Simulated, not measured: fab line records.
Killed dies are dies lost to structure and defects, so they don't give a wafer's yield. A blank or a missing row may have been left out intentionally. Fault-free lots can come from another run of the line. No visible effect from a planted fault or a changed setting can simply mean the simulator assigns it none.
Chamber matching | flow n5-finfet | N5_HKMG_FIN_ETCH_67 on rie-diel-04 has 4 sister chambers
The step etches SOC in N2/H2, stops on TiN, target depth 388.9 nm. 20 wafers are shown with their chamber, then 10 later ones without.

EACH WAFER AND ITS CHAMBER
wafer  | chamber | showerhead-plenum-p-Torr (Torr) | throttle-valve-pct (%) | drypump-motor-current-A (A)
L075.2 | 2       | 2.46                            | 17.66                  | 5.3
L075.4 | 3       | 2.63                            | 17.98                  | 4.9
L075.6 | 1       | 2.41                            | 17.91                  | 5.4
L078.1 | 2       | 2.46                            | 17.69                  | 5.3
L078.2 | 1       | 2.40                            | 17.92                  | 5.4
L078.6 | 0       | 2.52                            | 18.25                  | 5.4
L081.2 | 3       | 2.62                            | 17.99                  | 4.9
L081.4 | 1       | 2.40                            | 17.93                  | 5.3
L081.6 | 2       | 2.46                            | 17.69                  | 5.3
L084.2 | 2       | 2.45                            | 17.73                  | 5.3
L084.3 | 3       | 2.62                            | 18.02                  | 4.8
L084.6 | 3       | 2.62                            | 18.01                  | 4.8
L086.1 | 3       | 2.62                            | 18.02                  | 4.9
L086.2 | 0       | 2.51                            | 18.28                  | 5.5
L086.5 | 3       | 2.62                            | 18.02                  | 4.9
L089.2 | 0       | 2.50                            | 18.32                  | 5.5
L089.5 | 2       | 2.45                            | 17.73                  | 5.3
L089.6 | 0       | 2.50                            | 18.31                  | 5.5
L090.2 | 3       | 2.61                            | 18.05                  | 4.9
L090.5 | 3       | 2.61                            | 18.04                  | 4.9

SIGNATURES (averages over the wafers above)
reading                  | chamber 0 | chamber 1 | chamber 2 | chamber 3 | scatter within a chamber
showerhead-plenum-p-Torr | 2.5075    | 2.4033    | 2.4560    | 2.6187    | 0.00684
throttle-valve-pct       | 18.2900   | 17.9200   | 17.7000   | 18.0162   | 0.0257
drypump-motor-current-A  | 5.475     | 5.367     | 5.300     | 4.875     | 0.0427
Rule: distance of a wafer from a chamber = root of the sum over the readings of ((wafer's reading minus chamber's mean) / reading's scatter) squared. If the next closest chamber is less than 2 further off than the closest, the wafer can't be placed; otherwise it belongs to the closest. How the scatter is found: for the shown wafers, subtract from each reading the mean of its chamber, square and add these, divide the total by (wafers less chambers), then take the root.

WAFERS MISSING THEIR CHAMBER
wafer  | showerhead-plenum-p-Torr (Torr) | throttle-valve-pct (%) | drypump-motor-current-A (A)
L090.6 | 2.50                            | 18.32                  | 5.5
L091.4 | 2.71                            | 17.62                  | 5.3
L091.5 | 2.61                            | 18.06                  | 4.9
L091.6 | 2.45                            | 17.75                  | 5.3
L092.2 | 2.61                            | 18.04                  | 4.9
L092.3 | 2.71                            | 17.62                  | 5.3
L092.5 | 2.61                            | 18.04                  | 4.9
L096.3 | 2.50                            | 17.92                  | 5.5
L096.5 | 2.50                            | 17.91                  | 5.5
L096.6 | 2.71                            | 17.64                  | 5.4

WHICH CHAMBER EACH ONE RAN IN
wafer  | from the rows above | in truth
L090.6 | 0                   | 0
L091.4 | 3                   | 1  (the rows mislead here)
L091.5 | 3                   | 3
L091.6 | 2                   | 2
L092.2 | 3                   | 3
L092.3 | 3                   | 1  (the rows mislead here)
L092.5 | 3                   | 3
L096.3 | 2                   | 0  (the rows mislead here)
L096.5 | 2                   | 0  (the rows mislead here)
L096.6 | 3                   | 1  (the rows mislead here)
Correctly placed: 5 of 10. Not placeable from these rows: 0. Placed wrongly: 5.
